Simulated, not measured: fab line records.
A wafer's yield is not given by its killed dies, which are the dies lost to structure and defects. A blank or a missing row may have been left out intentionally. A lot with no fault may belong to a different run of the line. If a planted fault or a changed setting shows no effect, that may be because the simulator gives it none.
Which tool did it? / flow nand harc / Sampling: 14 lots, 42 wafers, 5 of 1159 route steps

WHAT THE GAUGES READ, wafer by wafer
NHARC_THIN_TSV_CD_MEAS_37.
lot=L915; measured=day 18 07:25; on=cd sem-02; cd nm (nm)=5005 5002 5007
lot=L916; measured=day 19 07:53; on=cd sem-02; cd nm (nm)=5003 5002 5001
lot=L919; measured=day 19 18:39; on=cd sem-02; cd nm (nm)=5007 4997 4997
lot=L917; measured=day 19 09:16; on=cd sem-02; cd nm (nm)=5004 5003 4996
lot=L918; measured=day 19 16:29; on=cd sem-02; cd nm (nm)=5004 5000 5001
lot=L921; measured=day 20 20:52; on=cd sem-02; cd nm (nm)=5004 5002 5002
lot=L923; measured=day 20 12:05; on=cd sem-02; cd nm (nm)=5005 4995 5004
lot=L926; measured=day 21 01:48; on=cd sem-01; cd nm (nm)=5001 4993 4999
lot=L933; measured=day 23 09:16; on=cd sem-01; cd nm (nm)=5005 5000 5002
lot=L934; measured=day 23 10:38; on=cd sem-01; cd nm (nm)=5005 4998 4999
lot=L935; measured=day 23 11:55; on=cd sem-02; cd nm (nm)=4999 4995 4995
lot=L937; measured=day 24 10:17; on=cd sem-02; cd nm (nm)=4997 5002 5005

NHARC_END_SORT_01.
lot=L927; measured=day 22 03:39; on=prober-02; killed at array=14 18 15; killed at other=0 0 0; killed at periphery=663 659 662; killed dies=677 677 677; killed open=4 4 2; killed short=0 0 0
lot=L930; measured=day 22 12:19; on=prober-01; killed at array=54 52 54; killed at other=1 2 0; killed at periphery=622 623 623; killed dies=677 677 677; killed open=5 2 4; killed short=1 2 3

WHICH TOOL RAN EACH LOT (tool, then ch and the chambers of the sampled wafers, then the start)
lot=L915; NHARC_P_GATE_DEVELOP_45=litho track-05 ch 0, day 4 21:00; NHARC_HYBRID_BOND_ACTIVATE_00=rie diel-02 ch 1,3, day 17 12:21; NHARC_THIN_TSV_DEGAS_49=pvd sputter-03, day 18 02:46
lot=L916; NHARC_P_GATE_DEVELOP_45=litho track-02 ch 0, day 5 09:00; NHARC_HYBRID_BOND_ACTIVATE_00=rie diel-06 ch 0,1,3, day 18 05:56; NHARC_THIN_TSV_DEGAS_49=pvd sputter-01, day 19 02:57
lot=L919; NHARC_P_GATE_DEVELOP_45=litho track-07 ch 0, day 5 22:00; NHARC_HYBRID_BOND_ACTIVATE_00=rie diel-03 ch 1,2,3, day 18 16:14; NHARC_THIN_TSV_DEGAS_49=pvd sputter-01, day 19 11:50
lot=L917; NHARC_P_GATE_DEVELOP_45=litho track-07 ch 0, day 5 23:00; NHARC_HYBRID_BOND_ACTIVATE_00=rie diel-03 ch 0,2,3, day 18 11:41; NHARC_THIN_TSV_DEGAS_49=pvd sputter-01, day 19 03:35
lot=L918; NHARC_P_GATE_DEVELOP_45=litho track-05 ch 0, day 5 23:00; NHARC_HYBRID_BOND_ACTIVATE_00=rie diel-02 ch 0,2,3, day 18 15:14; NHARC_THIN_TSV_DEGAS_49=pvd sputter-01, day 19 05:08
lot=L921; NHARC_P_GATE_DEVELOP_45=litho track-05 ch 0, day 6 13:00; NHARC_HYBRID_BOND_ACTIVATE_00=rie diel-06 ch 1,2, day 19 21:44; NHARC_THIN_TSV_DEGAS_49=pvd sputter-02, day 20 16:17
lot=L923; NHARC_P_GATE_DEVELOP_45=litho track-07 ch 0, day 7 00:00; NHARC_HYBRID_BOND_ACTIVATE_00=rie diel-03 ch 1,2, day 19 15:40; NHARC_THIN_TSV_DEGAS_49=pvd sputter-01, day 20 07:30
lot=L926; NHARC_P_GATE_DEVELOP_45=litho track-05 ch 0, day 7 18:00; NHARC_HYBRID_BOND_ACTIVATE_00=rie diel-06 ch 0,1,3, day 20 07:43; NHARC_THIN_TSV_DEGAS_49=pvd sputter-02, day 20 21:21
lot=L927; NHARC_P_GATE_DEVELOP_45=litho track-05 ch 0, day 8 08:00; NHARC_HYBRID_BOND_ACTIVATE_00=-; NHARC_THIN_TSV_DEGAS_49=-
lot=L930; NHARC_P_GATE_DEVELOP_45=litho track-05 ch 0, day 8 16:00; NHARC_HYBRID_BOND_ACTIVATE_00=-; NHARC_THIN_TSV_DEGAS_49=-
lot=L933; NHARC_P_GATE_DEVELOP_45=litho track-07 ch 0, day 9 18:00; NHARC_HYBRID_BOND_ACTIVATE_00=rie diel-06 ch 2,3, day 22 11:58; NHARC_THIN_TSV_DEGAS_49=pvd sputter-01, day 23 04:20
lot=L934; NHARC_P_GATE_DEVELOP_45=litho track-02 ch 0, day 9 23:00; NHARC_HYBRID_BOND_ACTIVATE_00=rie diel-06 ch 0,1,3, day 22 12:47; NHARC_THIN_TSV_DEGAS_49=pvd sputter-02, day 23 05:37
lot=L935; NHARC_P_GATE_DEVELOP_45=litho track-02 ch 0, day 10 08:00; NHARC_HYBRID_BOND_ACTIVATE_00=rie diel-06 ch 0,2,3, day 22 13:08; NHARC_THIN_TSV_DEGAS_49=pvd sputter-03, day 23 06:38
lot=L937; NHARC_P_GATE_DEVELOP_45=litho track-07 ch 0, day 10 14:00; NHARC_HYBRID_BOND_ACTIVATE_00=rie diel-06 ch 0,1,3, day 23 14:22; NHARC_THIN_TSV_DEGAS_49=pvd sputter-01, day 24 05:41
- NHARC_P_GATE_DEVELOP_45: time 70 s.
- NHARC_HYBRID_BOND_ACTIVATE_00: chemistry N2, time 60 s.
- NHARC_THIN_TSV_DEGAS_49: time 120 s.

AS READ BY THE TOOLS THEMSELVES (means over the sampled wafers that have a number; for cases with no such wafer, the mark the record gives instead)
NHARC_HYBRID_BOND_ACTIVATE_00.
lot=L915; tool=rie diel-02; drypump motor current A (A)=5.7; n2 flow sccm (sccm)=200.4; oes product au (a.u.)=1.004; rf vpp V (V)=63.4; showerhead plenum p Torr (Torr)=1.66
lot=L916; tool=rie diel-06; drypump motor current A (A)=5.5; n2 flow sccm (sccm)=200.1; oes product au (a.u.)=1.002; rf vpp V (V)=64.9; showerhead plenum p Torr (Torr)=1.76
lot=L919; tool=rie diel-03; drypump motor current A (A)=5.4; n2 flow sccm (sccm)=199.7; oes product au (a.u.)=1.013; rf vpp V (V)=63.6; showerhead plenum p Torr (Torr)=1.78
lot=L917; tool=rie diel-03; drypump motor current A (A)=5.4; n2 flow sccm (sccm)=200.6; oes product au (a.u.)=1.007; rf vpp V (V)=64.1; showerhead plenum p Torr (Torr)=1.76
lot=L918; tool=rie diel-02; drypump motor current A (A)=5.5; n2 flow sccm (sccm)=199.4; oes product au (a.u.)=1.007; rf vpp V (V)=64.1; showerhead plenum p Torr (Torr)=1.70
lot=L921; tool=rie diel-06; drypump motor current A (A)=5.9; n2 flow sccm (sccm)=199.6; oes product au (a.u.)=0.998; rf vpp V (V)=65.0; showerhead plenum p Torr (Torr)=1.79
lot=L923; tool=rie diel-03; drypump motor current A (A)=5.0; n2 flow sccm (sccm)=200.3; oes product au (a.u.)=1.007; rf vpp V (V)=64.6; showerhead plenum p Torr (Torr)=1.80
lot=L926; tool=rie diel-06; drypump motor current A (A)=5.5; n2 flow sccm (sccm)=199.6; oes product au (a.u.)=0.991; rf vpp V (V)=64.1; showerhead plenum p Torr (Torr)=1.76
lot=L933; tool=rie diel-06; drypump motor current A (A)=5.9; n2 flow sccm (sccm)=199.6; oes product au (a.u.)=1.011; rf vpp V (V)=63.3; showerhead plenum p Torr (Torr)=1.68
lot=L934; tool=rie diel-06; drypump motor current A (A)=5.5; n2 flow sccm (sccm)=200.3; oes product au (a.u.)=0.998; rf vpp V (V)=63.5; showerhead plenum p Torr (Torr)=1.76
lot=L935; tool=rie diel-06; drypump motor current A (A)=5.5; n2 flow sccm (sccm)=200.3; oes product au (a.u.)=1.018; rf vpp V (V)=64.2; showerhead plenum p Torr (Torr)=1.73
lot=L937; tool=rie diel-06; drypump motor current A (A)=5.5; n2 flow sccm (sccm)=199.2; oes product au (a.u.)=1.002; rf vpp V (V)=64.0; showerhead plenum p Torr (Torr)=1.76

NHARC_THIN_TSV_DEGAS_49.
lot=L915; tool=pvd sputter-03; heater power w (W)=489
lot=L916; tool=pvd sputter-01; heater power w (W)=508
lot=L919; tool=pvd sputter-01; heater power w (W)=468
lot=L917; tool=pvd sputter-01; heater power w (W)=462
lot=L918; tool=pvd sputter-01; heater power w (W)=456
lot=L921; tool=pvd sputter-02; heater power w (W)=449
lot=L923; tool=pvd sputter-01; heater power w (W)=458
lot=L926; tool=pvd sputter-02; heater power w (W)=477
lot=L933; tool=pvd sputter-01; heater power w (W)=511
lot=L934; tool=pvd sputter-02; heater power w (W)=471
lot=L935; tool=pvd sputter-03; heater power w (W)=497
lot=L937; tool=pvd sputter-01; heater power w (W)=448

THE ANSWER, worked out from the rows above alone
Rule: the lots themselves supply what counts as usual. The widest of any qualifying gaps counts: lots, ordered by their means at a reading, are off when they make up no more than a third of the lots, leave a main group of 4 or more, and stand apart from it by 3 or more times the standard deviation of that group's means. Not used: any main group whose means are identical at the precision the tables above print for the reading. Also off: a lot with no number at a reading for which 4 or more lots have one. The other lots that the step has rows for count as sound. Order of review: gauges by route order, followed by the tools' own readings, for which a lot's mean as printed above is used. At the first step where some lot is off, the reading lying furthest off is the one used; lots without a number count as furthest.
None of the lots is off at any reading shown; this tells nothing.

WHAT WAS PUT IN BY THE SIMULATOR
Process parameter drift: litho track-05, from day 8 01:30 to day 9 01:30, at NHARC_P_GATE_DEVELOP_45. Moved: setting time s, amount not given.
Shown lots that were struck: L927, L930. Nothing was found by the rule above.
